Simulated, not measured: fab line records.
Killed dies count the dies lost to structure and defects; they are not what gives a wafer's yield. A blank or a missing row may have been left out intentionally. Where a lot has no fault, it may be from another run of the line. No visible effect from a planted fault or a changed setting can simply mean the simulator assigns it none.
Chamber matching -- flow nand_harc -- NHARC_P_BONDPAD_ETCH_37 on rie_diel-08: 4 sister chambers
The step etches the open film in N2/H2, target depth 60 nm, overetch 18 nm, time 65.91 s. 8 wafers are shown with their chamber, then 6 later ones without.

## EACH WAFER AND ITS CHAMBER
wafer,chamber,drypump_motor_current_A (A),rf_vpp_V (V)
L299.1,3,6.5,430.9
L309.2,3,6.4,430.3
L309.5,0,5.5,428.4
L311.1,1,5.3,433.8
L311.6,2,5.1,427.2
L312.2,2,5.1,427.5
L312.3,1,5.3,432.4
L312.4,0,5.5,428.0

## WAFERS WITH NO CHAMBER GIVEN
wafer,drypump_motor_current_A (A),rf_vpp_V (V)
L317.1,5.3,433.9
L317.2,6.5,431.8
L317.5,6.4,431.1
L318.2,5.1,427.5
L318.3,5.3,434.2
L318.4,5.5,428.4

## CHAMBER TAKEN BY EACH
wafer,from the rows above,in truth
L317.1,1,1
L317.2,3,3
L317.5,3,3
L318.2,2,2
L318.3,1,1
L318.4,0,0
6 of 6 placed correctly. From these rows, 0 cannot be placed. 0 placed wrongly.
How it was worked out, from the rows above alone: a wafer's distance from a chamber is the root of the sum, over the readings, of the square of ((its reading less the chamber's mean) divided by the reading's scatter). The wafer belongs to the nearest chamber; if the next one is less than 2 further off, it can't be placed. A chamber's mean is the mean of its shown wafers. The scatter: take each reading less its chamber's mean, square it, sum over the shown wafers, divide by the number of wafers less the number of chambers, and take the root.
